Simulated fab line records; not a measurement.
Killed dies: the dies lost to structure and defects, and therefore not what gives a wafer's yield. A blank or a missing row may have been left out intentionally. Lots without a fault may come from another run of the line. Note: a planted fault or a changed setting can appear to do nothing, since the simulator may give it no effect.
Matching of chambers ; flow nandHarc ; NHARC_P_M2_ETCH_35 on rieDiel-02 has 4 sister chambers
The step etches the open film in N2/H2, target depth 40 nm, overetch 12 nm, time 43.94 s. 14 wafers are shown with their chamber, then 7 later ones without.

## EACH WAFER AND ITS CHAMBER
wafer;chamber;showerheadPlenumPTorr (Torr);drypumpMotorCurrentA (A);rfVppV (V)
L075.1;1;2.06;5.4;432
L075.4;2;1.96;5.3;428
L075.5;2;1.96;5.3;428
L076.1;3;2.15;6.2;435
L076.3;2;1.96;5.3;429
L076.4;1;2.06;5.4;432
L080.4;0;2.09;5.6;433
L080.5;2;1.96;5.2;429
L080.6;1;2.06;5.3;430
L088.1;0;2.09;5.6;432
L088.4;1;2.06;5.3;431
L088.5;1;2.06;5.3;432
L090.1;1;2.06;5.4;429
L090.5;2;1.95;5.3;429

SIGNATURES (means of the wafers above)
reading;chamber 0;chamber 1;chamber 2;chamber 3;scatter within a chamber
showerheadPlenumPTorr;2.0900;2.0600;1.9580;2.1500;0.00283
drypumpMotorCurrentA;5.600;5.350;5.280;6.200;0.048
rfVppV;432.50;431.00;428.60;435.00;0.985
Rule: for each reading, subtract the chamber's mean from the wafer's reading, divide by that reading's scatter and square the result; add these up over the readings and take the root, which gives the wafer's distance from the chamber. If the next closest chamber is less than 2 further off than the closest, the wafer can't be placed; otherwise it belongs to the closest. The scatter is the square root of a quotient: the sum, over the shown wafers, of each reading's squared deviation from its chamber's mean, divided by wafers minus chambers.

## WAFERS WHOSE CHAMBER IS MISSING
wafer;showerheadPlenumPTorr (Torr);drypumpMotorCurrentA (A);rfVppV (V)
L090.6;2.15;6.2;436
L092.1;2.06;5.4;432
L092.3;2.15;6.2;434
L092.6;2.06;5.3;432
L096.1;1.95;5.3;428
L096.2;2.06;5.4;431
L096.3;2.15;6.2;434

## EACH ONE'S CHAMBER
wafer;from the rows above;in truth
L090.6;3;3
L092.1;1;1
L092.3;3;3
L092.6;1;1
L096.1;2;2
L096.2;1;1
L096.3;3;3
Correctly placed: 7 of 7. Number that these rows cannot place: 0. Number placed wrongly: 0.
